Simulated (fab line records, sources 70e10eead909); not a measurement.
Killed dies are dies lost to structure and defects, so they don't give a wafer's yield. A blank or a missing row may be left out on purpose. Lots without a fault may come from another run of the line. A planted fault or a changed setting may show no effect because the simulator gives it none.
A struck lot beside a sound one | flow nand_harc | 15 steps out of a route of 1159
Sound: wafers L316.1, L316.4, L316.6. Struck: wafers L334.3, L334.5, L334.6. The cause comes at the end.
At each step with rows: each side's tool, then ch and its chambers, then its first start. Under that, the readings that differ: sound wafers | struck wafers | difference of the means | sigmas: that difference in standard deviations of wafers without a fault.
alike: readings whose means differ by less than 2 such deviations, and words and numbers that are the same on both sides. not compared: withheld readings, readings that some wafer has no value for, bounds like >300 that may hide the same value, and numbers for which the record gives no deviation and whose values overlap.
The two part at a step that has a row with sigmas, a row that says differs or no value, or rows on one side only. Numbers that don't overlap but have no deviation are shown without sigmas and don't part them. A reading that every wafer of one side lacks parts them only if that side has two wafers or more.

first, 4 steps without rows for these wafers: NHARC_THIN_TSV_EBR_29; NHARC_THIN_TSV_EXPOSE_30 (exposes mask PAD); NHARC_THIN_TSV_PEB_31 (peb time 85 s); NHARC_THIN_TSV_DEVELOP_32 (time 70 s).
NHARC_THIN_TSV_CD_MEAS_33: target cd 5000 nm.
  sound on cd_sem-02 ch 0, day 19 15:46; struck on cd_sem-03 ch 0, day 24 06:36
  alike: cd_nm
then, 1 step without rows for these wafers: NHARC_THIN_TSV_HARDBAKE_34 (time 80 s).
NHARC_THIN_TSV_DESCUM_35: chemistry O2, time 3 s.
  sound on rie_diel-07 ch 1,3, day 19 15:56; struck on rie_diel-06 ch 0,3, day 24 06:45
  reading                         | sound          | struck         | difference | sigmas
  showerhead_plenum_p_Torr (Torr) | 2.06 2.05 1.93 | 1.90 1.81 1.90 | -0.14      | -2
  alike: drypump_motor_current_A, mfc_ar_sccm, oes_product_au, rf_vpp_V, throttle_valve_pct
  not compared: rf_hours_counter_h
NHARC_THIN_TSV_ETCH_59: etches the open film in Cl2/BCl3, target depth 880 nm, time 138.1 s.
  sound on rie_metal-03 ch 0,1, day 19 16:07; struck on rie_metal-01 ch 0,1, day 24 06:59
  alike: drypump_motor_current_A, oes_product_au, throttle_valve_pct
  not compared: rf_hours_counter_h
NHARC_THIN_TSV_ETCH_36: etches the open film in Cl2/BCl3, target depth 65 nm, time 18.571 s.
  sound on rie_metal-03 ch 0, day 19 16:20; struck on rie_metal-01 ch 0,1, day 24 07:10
  alike: drypump_motor_current_A, oes_product_au
  not compared: rf_hours_counter_h
NHARC_THIN_TSV_STRIP_56: strips in O2.
  sound on plasma_asher-01 ch 0, day 19 16:26; struck on plasma_asher-02 ch 0,1, day 24 07:20
  reading            | sound       | struck      | difference | sigmas
  heater_power_w (W) | 343 337 345 | 318 297 331 | -26        | -2
  alike: drypump_motor_current_A
  not compared: rf_hours_counter_h
then, 1 step without rows for these wafers: NHARC_THIN_TSV_STRIP_57 (strips in post etch residue remover, time 1200 s).
NHARC_THIN_TSV_CD_MEAS_37:
  sound on cd_sem-02, day 19 17:13; struck on cd_sem-03, day 24 08:02
  alike: cd_nm
NHARC_THIN_TSV_ANNEAL_58: time 1800 s.
  sound on furnace-05 ch 0, day 19 19:07; struck on furnace-07, day 24 09:39
  no value came back on the struck wafers for run_length_s (s), spike_tc_bottom_C (C), spike_tc_top_C (C), zone_power_lower_pct (%); on the sound wafers run_length_s (s) reads 1825 1825 1825
NHARC_THIN_TSV_INSPECT_40:
  sound on defect_inspect-02, day 19 20:34; struck on defect_inspect-01, day 24 11:05
  alike: raw_defect_count
NHARC_END_SORT_01:
  sound on prober-01 ch 0, day 20 07:23; struck on prober-01 ch 0, day 24 15:47
  reading         | sound | struck | difference | sigmas
  killed_at_other | 0 0 1 | 2 5 5  | +4         | +4
  alike: defect_limited_yield, killed_at_array, killed_at_periphery, killed_dies, killed_open, killed_short, sort_bin_2_pct, sort_bin_3_pct, sort_bin_4_pct, sort_n_pass, sort_rim_yield_pct, sort_yield_pct

WHERE THEY PART
First at NHARC_THIN_TSV_DESCUM_35; last, within this record, at NHARC_END_SORT_01.

WHY: what the simulator had put in
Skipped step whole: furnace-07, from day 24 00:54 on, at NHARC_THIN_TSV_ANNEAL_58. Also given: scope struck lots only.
